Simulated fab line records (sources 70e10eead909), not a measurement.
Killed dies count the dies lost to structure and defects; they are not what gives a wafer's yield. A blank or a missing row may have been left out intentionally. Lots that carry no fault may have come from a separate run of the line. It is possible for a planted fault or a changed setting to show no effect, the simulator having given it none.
Struck lot and sound lot, side by side ; flow nand harc ; 13 steps out of a route of 1302
Sound: the wafers L558.2, L558.4, L558.6. Struck: wafers L569.3, L569.5, L569.6. Last of all comes the cause.
For every step that has rows: the tool of each side, followed by ch and its chambers, followed by its first start. Under that, the readings that differ: sound wafers ; struck wafers ; difference of the means ; sigmas: that difference in standard deviations of wafers without a fault.
alike: readings whose means differ by less than 2 such deviations, and words and numbers that are the same on both sides. not compared: withheld readings, readings that some wafer has no value for, bounds like >300 that may hide the same value, and numbers for which the record gives no deviation and whose values overlap.
The two part at a step that has a row with sigmas, a row that says differs or no value, or rows on one side only. Numbers that don't overlap but have no deviation are shown without sigmas and don't part them. A reading that every wafer of one side lacks parts them only if that side has two wafers or more.

first, 2 steps without rows for these wafers: NHARC_A_SOURCE_PLATE_CVD_03 (deposits poly-Si, target thk 200 nm, time 4000 s); NHARC_A_SOURCE_PLATE_ANNEAL_05 (time 1800 s).
NHARC_A_SOURCE_PLATE_THK_MEAS_06: measures by ellipsometry.
  sound on film metro-01, day 11 14:49; struck on film metro-02, day 15 23:14
  alike: thk nm
NHARC_A_SOURCE_PLATE_INSPECT_08:
  sound on defect inspect-01, day 11 14:53; struck on defect inspect-01, day 15 23:19
  alike: raw defect count
then NHARC_A_ONON_D1_DEP_00 (target thk 1000 nm), 1 step lacking rows for these wafers.
NHARC_A_ONON_D1_THK_MEAS_02: measures by ellipsometry.
  sound on film metro-02, day 11 15:28; struck on film metro-02, day 15 23:55
  alike: thk nm
then NHARC_A_ONON_D1_DEP_03 (target thk 1000 nm), 1 step lacking rows for these wafers.
NHARC_A_ONON_D1_THK_MEAS_05: measures by ellipsometry.
  sound on film metro-01, day 11 16:02; struck on film metro-01, day 16 00:29
  alike: thk nm
then NHARC_A_ONON_D1_DEP_06 (target thk 1000 nm), 1 step lacking rows for these wafers.
NHARC_A_ONON_D1_THK_MEAS_08: measures by ellipsometry.
  sound on film metro-01, day 11 16:37; struck on film metro-02, day 16 01:03
reading;sound;struck;difference;sigmas
thk nm (nm);990 990 988;1019 1017 1020;+29;+3
NHARC_A_ONON_D1_DEP_09: target thk 1000 nm.
  sound on pecvd onon-03 ch 0, day 11 16:43; struck on pecvd onon-02 ch 0, day 16 01:13
NHARC_A_ONON_D1_THK_MEAS_11: measures by ellipsometry.
  sound on film metro-02, day 11 17:11; struck on film metro-02, day 16 01:47
reading;sound;struck;difference;sigmas
thk nm (nm);1012 1012 1014;1877 1876 1876;+864;+90
  not compared: hold
then, 1 step without rows for these wafers: NHARC_END_SORT_01.

== WHERE THEY PART ==
Earliest at NHARC_A_ONON_D1_THK_MEAS_08; latest, in this record, at NHARC_A_ONON_D1_THK_MEAS_11.

WHY: the cause the simulator had injected
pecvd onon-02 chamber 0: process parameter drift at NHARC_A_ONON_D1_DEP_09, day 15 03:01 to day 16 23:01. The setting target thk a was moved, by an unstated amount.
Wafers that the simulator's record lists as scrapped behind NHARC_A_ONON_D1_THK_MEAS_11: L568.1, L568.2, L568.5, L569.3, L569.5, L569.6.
